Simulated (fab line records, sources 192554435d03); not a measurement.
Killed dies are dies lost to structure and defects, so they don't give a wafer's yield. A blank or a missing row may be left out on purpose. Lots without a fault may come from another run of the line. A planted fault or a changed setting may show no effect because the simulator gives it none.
fab line records | flow n5_finfet
record lots=15 wafers=45 last_day=18
route steps=1938 shown MIM_TOP_LITHO@1849 MIM_BOT_LITHO@1864 TV_LITHO@1880
lots that met no fault: from a run of the same line without faults
start_h: hours from the record's first day to the start of the lot's first wafer shown | wait_h: hours since the lot's step before | " the same as in the row above | L1.1+2: a row that stands for several wafers | - no value, or no start given | * or withheld: withheld | < > ~ a bound
route shown NAME@n: a module of which the file shows steps, and the number in the route of the first | usual: mean/standard deviation of fault-free wafers | same: alike in all rows | chamber/n: place in a boat | sites: the reading at each site | _std_site: their standard deviation | _edge_site: outer sites' mean less inner sites' | radius_mm: how far each site lies from the wafer's centre | mask NAME#n: copy n | behind: the tool/chamber that last shaped the wafer | hold: why the lot was held/for how many hours/how that ended | device: the transistor (n, p or np) that didn't switch | end of line: the same wafers' tests at the end of the route | a step without rows: its recipe alone | killed: dies lost to structure and defects at the first sort, not the wafer's yield | map: a wafer's dies, x killed, . not, _ none there
set.NAME: the setting as run; set.NAME@STEP: as run at that earlier step | model.NAME: the simulator's own value behind a step, which no gauge read
steps of the route over a sample of lots; a table a step, a row a wafer
services: from which hour (start_h, from the record's first day; less than 0 if before it) a tool's chamber was out of use, for how many hours, and why
## steps
# step N5_MIM_TOP_LITHO_INSPECT_12
# recipe mode=adi inspect_instrument=macro
# usual raw_defect_count=2.2/1.6
# columns lot.wafer tool chamber start_h wait_h raw_defect_count
L453.2 defect_inspect-02 - 255.35 0.0 2
L453.3 " - " " 3
L453.4 " - " " 4
L455.1 defect_inspect-02 - 266.38 0.0 1
L455.2 " - " " 5
L455.5 " - " " 1
L456.3 defect_inspect-01 - 270.51 0.0 1
L456.4 " - " " 1
L456.6 " - " " 1
L457.4 defect_inspect-01 - 288.49 0.0 2
L457.5 " - " " 5
L457.6 " - " " 2
L458.2 defect_inspect-01 - 288.65 0.0 4
L458.3 " - " " 1
L458.6 " - " " 2
L459.1 defect_inspect-01 - 300.50 0.0 0
L459.3 " - " " 4
L459.4 " - " " 0
L460.1 defect_inspect-02 - 310.79 0.0 0
L460.2 " - " " 4
L460.6 " - " " 2
L463.1 defect_inspect-01 - 310.83 0.0 4
L463.5 " - " " 4
L463.6 " - " " 4
L462.3 defect_inspect-01 - 316.52 0.0 4
L462.4 " - " " 4
L462.5 " - " " 2
L464.2 defect_inspect-02 - 331.63 0.0 1
L464.4 " - " " 3
L464.5 " - " " 0
L465.2 defect_inspect-02 - 343.60 0.0 6
L465.3 " - " " 1
L465.6 " - " " 1
L473.1 defect_inspect-01 - 387.43 0.0 2
L473.4 " - " " 2
L473.5 " - " " 5
L475.1 defect_inspect-02 - 408.73 0.0 3
L475.2 " - " " 9
L475.4 " - " " 3
L474.2 defect_inspect-01 - 412.80 0.0 0
L474.4 " - " " 4
L474.6 " - " " 2
L476.2 defect_inspect-02 - 419.94 0.0 0
L476.4 " - " " 2
L476.5 " - " " 2
# step N5_MIM_BOT_LITHO_INSPECT_12
# recipe mode=adi inspect_instrument=macro
# usual raw_defect_count=1.9/1.3
# columns lot.wafer tool chamber start_h wait_h raw_defect_count
L453.2 defect_inspect-02 - 256.23 0.0 3
L453.3 " - " " 4
L453.4 " - " " 1
L455.1 defect_inspect-01 - 267.19 0.0 5
L455.2 " - " " 1
L455.5 " - " " 1
L456.3 defect_inspect-02 - 271.37 0.0 1
L456.4 " - " " 1
L456.6 " - " " 2
L457.4 defect_inspect-02 - 289.37 0.0 2
L457.5 " - " " 0
L457.6 " - " " 0
L458.2 defect_inspect-01 - 289.64 0.0 0
L458.3 " - " " 1
L458.6 " - " " 3
L459.1 defect_inspect-01 - 301.24 0.0 2
L459.3 " - " " 2
L459.4 " - " " 1
L460.1 defect_inspect-01 - 311.73 0.0 2
L460.2 " - " " 2
L460.6 " - " " 2
L463.1 defect_inspect-01 - 311.78 0.0 4
L463.5 " - " " 1
L463.6 " - " " 2
L462.3 defect_inspect-01 - 317.38 0.0 2
L462.4 " - " " 1
L462.5 " - " " 2
L464.2 defect_inspect-02 - 332.49 0.0 1
L464.4 " - " " 4
L464.5 " - " " 3
L465.2 defect_inspect-02 - 344.50 0.0 1
L465.3 " - " " 2
L465.6 " - " " 2
L473.1 defect_inspect-02 - 388.30 0.0 2
L473.4 " - " " 0
L473.5 " - " " 1
L475.1 defect_inspect-02 - 409.61 0.0 1
L475.2 " - " " 3
L475.4 " - " " 2
L474.2 defect_inspect-02 - 413.67 0.0 3
L474.4 " - " " 3
L474.6 " - " " 4
L476.2 defect_inspect-02 - 421.28 0.0 2
L476.4 " - " " 3
L476.5 " - " " 1
# step N5_PASSIVATION_PEB_08
# recipe peb_temp_c=withheld peb_time_s=*
# usual chill_plate_temp_C=* exhaust_pa=45.2/0.88
# columns lot.wafer tool chamber start_h wait_h chill_plate_temp_C exhaust_pa
L453.2 litho_track-04 0 260.75 0.0 * 45.4
L453.3 " 0 " " * 47.1
L453.4 " 0 " " * 46.7
L455.1 litho_track-03 0 269.76 0.1 * 44.1
L455.2 " 0 " " * 45.7
L455.5 " 0 " " * 45.7
L456.3 litho_track-01 0 275.07 0.0 * 45.3
L456.4 " 0 " " * 44.8
L456.6 " 0 " " * 44.4
L457.4 litho_track-04 0 290.87 0.0 * 44.2
L457.5 " 0 " " * 44.2
L457.6 " 0 " " * 44.1
L458.2 litho_track-03 0 295.03 0.0 * 44.2
L458.3 " 0 " " * 45.6
L458.6 " 0 " " * 44.5
L459.1 litho_track-04 0 302.74 0.1 * 45.7
L459.3 " 0 " " * 45.9
L459.4 " 0 " " * 44.9
L460.1 litho_track-01 0 313.17 0.1 * 45.2
L460.2 " 0 " " * 45.3
L460.6 " 0 " " * 44.1
L463.1 litho_track-03 0 313.20 0.1 * 45.3
L463.5 " 0 " " * 46.3
L463.6 " 0 " " * 45.1
L462.3 litho_track-03 0 321.53 0.0 * 46.3
L462.4 " 0 " " * 45.3
L462.5 " 0 " " * 45.2
L464.2 litho_track-04 0 334.69 0.0 * 45.4
L464.4 " 0 " " * 45.0
L464.5 " 0 " " * 44.1
L465.2 litho_track-04 0 349.23 0.0 * 45.7
L465.3 " 0 " " * 45.5
L465.6 " 0 " " * 45.9
L473.1 litho_track-04 - 390.80 0.1 - -
L473.4 " - " " - -
L473.5 " - " " - -
L475.1 litho_track-04 - 410.87 0.1 - -
L475.2 " - " " - -
L475.4 " - " " - -
L474.2 litho_track-01 - 415.06 0.0 - -
L474.4 " - " " - -
L474.6 " - " " - -
L476.2 litho_track-04 0 424.35 0.0 * 43.6
L476.4 " 0 " " * 44.0
L476.5 " 0 " " * 43.2
# step N5_PASSIVATION_OVL_MEAS_60
# recipe points_per_wafer=44
# usual TV_OVL=-1/6.7
# columns lot.wafer tool chamber start_h wait_h TV_OVL[nm]
L453.2 overlay-02 0 260.90 0.0 -11
L453.3 " 0 " " -5
L453.4 " 0 " " -3
L455.1 overlay-02 0 269.91 0.0 -2
L455.2 " 0 " " -9
L455.5 " 0 " " -2
L456.3 overlay-02 0 275.22 0.0 4
L456.4 " 0 " " -1
L456.6 " 0 " " -2
L457.4 overlay-01 0 291.02 0.0 6
L457.5 " 0 " " -8
L457.6 " 0 " " -2
L458.2 overlay-01 0 295.18 0.0 -6
L458.3 " 0 " " -8
L458.6 " 0 " " -2
L459.1 overlay-01 0 302.88 0.0 -13
L459.3 " 0 " " -1
L459.4 " 0 " " -2
L460.1 overlay-02 0 313.32 0.0 -4
L460.2 " 0 " " 5
L460.6 " 0 " " 5
L463.1 overlay-01 0 313.35 0.0 -9
L463.5 " 0 " " -13
L463.6 " 0 " " -6
L462.3 overlay-02 0 321.68 0.0 10
L462.4 " 0 " " 12
L462.5 " 0 " " 7
L464.2 overlay-01 0 334.84 0.0 13
L464.4 " 0 " " 7
L464.5 " 0 " " -2
L465.2 overlay-01 0 349.38 0.0 2
L465.3 " 0 " " 3
L465.6 " 0 " " -1
L473.1 overlay-01 0 390.95 0.0 -
L473.4 " 0 " " -
L473.5 " 0 " " -
L475.1 overlay-02 0 411.01 0.0 -
L475.2 " 0 " " -
L475.4 " 0 " " -
L474.2 overlay-02 0 415.21 0.0 -
L474.4 " 0 " " -
L474.6 " 0 " " -
L476.2 overlay-02 0 424.50 0.0 5
L476.4 " 0 " " 5
L476.5 " 0 " " 12
## services
# columns tool chamber start_h hours kind
litho_track-01 - 262.57 - consumable_replace:filter
litho_track-03 - 298.21 - consumable_replace:filter
litho_track-04 - 340.14 - consumable_replace:filter
litho_track-03 - 396.58 - consumable_replace:filter
## key
first_sign step=N5_PASSIVATION_PEB_08 reading=tool_record direction=missing
effect none on later readings
met_at N5_PASSIVATION_PEB_08
struck_lots L473,L474,L475
later_rows_left_out L473.1,L473.4,L473.5,L474.2,L474.4,L474.6,L475.1,L475.2,L475.4
sort_left_out L473.1,L473.4,L473.5,L474.2,L474.4,L474.6,L475.1,L475.2,L475.4
not_acting_at N5_MIM_TOP_LITHO_INSPECT_12,N5_MIM_BOT_LITHO_INSPECT_12,N5_PASSIVATION_OVL_MEAS_60
onset_between 349.23 390.80
fault kind=skipped_step_whole tool=litho_track-01,litho_track-04 chamber=- onset_h=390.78 steps=N5_PASSIVATION_PEB_08 scope=struck_lots_only
# sort_left_out: the simulated sort isn't trusted on such a fault, so these wafers' sort isn't shown, and their yield isn't known
# later_rows_left_out: the simulator's readings of these wafers behind a module that went badly wrong aren't trusted and aren't shown, but for the sort
